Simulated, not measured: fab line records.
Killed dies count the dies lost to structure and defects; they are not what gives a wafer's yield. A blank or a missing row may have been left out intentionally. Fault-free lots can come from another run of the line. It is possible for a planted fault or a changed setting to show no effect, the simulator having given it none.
What tool caused it?    flow nand harc    18 wafers from 6 lots sampled at 2 of the route's 1302 steps

== WHAT THE GAUGES SHOWED, per wafer ==
NHARC_P_CONTACT_OVL_MEAS_13.
lot   measured      on          overlay x nm (nm)
L420  day 7 00:51   overlay-02  -0.8 -0.6 -1.1
L423  day 8 17:57   overlay-01  0.4 0.4 -0.3
L428  day 10 13:47  overlay-02  1.2 1.3 1.0
L434  day 12 23:19  overlay-01  0.7 0.1 0.3
L436  day 13 15:57  overlay-02  -1.2 -1.3 -0.8
L438  day 15 01:40  overlay-01  -0.1 -0.3 -0.8

== WHAT TOOL EACH LOT RAN ON (gives the tool, then ch and the chambers of the sampled wafers, and finally the start) ==
lot   NHARC_P_GATE_RTA_82
L420  rtp anneal-01 ch 0, day 6 22:58
L423  rtp anneal-01 ch 0, day 8 16:03
L428  rtp anneal-02 ch 0, day 10 11:58
L434  rtp anneal-02 ch 0, day 12 21:25
L436  rtp anneal-01 ch 0, day 13 14:05
L438  rtp anneal-02 ch 0, day 14 23:55
- NHARC_P_GATE_RTA_82: time 30 s.

== THE ANSWER, worked out from the rows above alone ==
Rule: what is usual is taken from the lots themselves. The widest of any qualifying gaps counts: lots, ordered by their means at a reading, are off when they make up no more than a third of the lots, leave a main group of 4 or more, and stand apart from it by 3 or more times the standard deviation of that group's means. A main group is skipped when, at the precision printed for the reading in the tables above, its means are all equal. Also off: a lot with no number at a reading for which 4 or more lots have one. Any other lot the step has rows for is counted as sound.
Nothing can be told from this: no lot is off at any reading shown.

== WHAT WAS PUT IN BY THE SIMULATOR ==
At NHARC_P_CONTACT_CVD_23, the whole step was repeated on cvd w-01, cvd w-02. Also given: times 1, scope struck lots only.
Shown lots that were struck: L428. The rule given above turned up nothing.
